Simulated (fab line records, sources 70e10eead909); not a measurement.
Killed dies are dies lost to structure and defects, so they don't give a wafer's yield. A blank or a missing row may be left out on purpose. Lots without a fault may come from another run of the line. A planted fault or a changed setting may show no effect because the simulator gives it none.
Chamber matching | flow nand_harc | NHARC_A_WL_FILL_STRIP_29 on rie_diel-12: 4 sister chambers
The step strips in O2, time 20 s. 22 wafers are shown with their chamber, then 11 later ones without.

WAFERS WITH THEIR CHAMBER
wafer  | chamber | drypump_motor_current_A (A) | oes_product_au (a.u.) | throttle_valve_pct (%)
L077.1 | 2       | 6.5                         | 1.022                 | 17.031
L077.2 | 0       | 5.0                         | 0.994                 | 17.034
L077.3 | 3       | 5.6                         | 1.003                 | 17.047
L077.4 | 1       | 5.2                         | 1.013                 | 17.030
L077.5 | 1       | 5.2                         | 0.996                 | 17.039
L077.6 | 2       | 6.5                         | 1.023                 | 17.044
L079.1 | 2       | 6.5                         | 1.024                 | 17.042
L079.5 | 1       | 5.2                         | 1.002                 | 17.033
L079.6 | 2       | 6.4                         | 1.021                 | 17.035
L076.1 | 1       | 5.2                         | 1.010                 | 17.046
L076.2 | 3       | 5.6                         | 1.007                 | 17.045
L076.5 | 0       | 5.0                         | 0.998                 | 17.045
L080.1 | 1       | 5.2                         | 1.015                 | 17.042
L080.2 | 0       | 5.0                         | 0.993                 | 17.040
L080.3 | 2       | 6.4                         | 1.011                 | 17.030
L083.2 | 0       | 5.0                         | 0.997                 | 17.032
L083.4 | 2       | 6.4                         | 1.017                 | 17.048
L083.6 | 1       | 5.2                         | 1.005                 | 17.017
L089.2 | 1       | 5.2                         | 1.015                 | 17.026
L089.3 | 2       | 6.4                         | 1.014                 | 17.034
L089.6 | 2       | 6.5                         | 1.015                 | 17.034
L091.2 | 1       | 5.2                         | 0.999                 | 17.043

SIGNATURES (means of the wafers above)
reading                 | chamber 0 | chamber 1 | chamber 2 | chamber 3 | scatter within a chamber
drypump_motor_current_A | 5.000     | 5.200     | 6.450     | 5.600     | 0.0333
oes_product_au          | 0.99550   | 1.00687   | 1.01838   | 1.00500   | 0.00564
throttle_valve_pct      | 17.03775  | 17.03450  | 17.03725  | 17.04600  | 0.00778
Rule: a wafer's distance from a chamber is the root of the sum, over the readings, of the square of ((its reading less the chamber's mean) divided by the reading's scatter). The wafer belongs to the nearest chamber; if the next one is less than 2 further off, it can't be placed. The scatter: the root of (the sum of the squares of (reading less its chamber's mean) over the shown wafers, divided by (wafers less chambers)).

WAFERS WITHOUT THEIR CHAMBER
wafer  | drypump_motor_current_A (A) | oes_product_au (a.u.) | throttle_valve_pct (%)
L091.3 | 5.0                         | 0.983                 | 17.047
L091.4 | 6.4                         | 1.020                 | 17.027
L090.1 | 5.2                         | 0.998                 | 17.044
L090.2 | 5.6                         | 0.989                 | 17.040
L090.6 | 5.2                         | 0.997                 | 17.041
L093.3 | 5.0                         | 0.998                 | 17.031
L093.4 | 5.2                         | 1.009                 | 17.042
L093.5 | 6.5                         | 1.014                 | 17.036
L097.2 | 5.6                         | 0.998                 | 17.031
L097.3 | 5.2                         | 1.023                 | 17.025
L097.6 | 5.6                         | 1.001                 | 17.031

WHICH CHAMBER EACH WENT THROUGH
wafer  | from the rows above | in truth
L091.3 | 0                   | 0
L091.4 | 2                   | 2
L090.1 | 1                   | 1
L090.2 | 3                   | 3
L090.6 | 1                   | 1
L093.3 | 0                   | 0
L093.4 | 1                   | 1
L093.5 | 2                   | 2
L097.2 | 3                   | 3
L097.3 | 1                   | 1
L097.6 | 3                   | 3
Placed correctly: 11 of 11. Can't be placed from these rows: 0. Placed wrongly: 0.
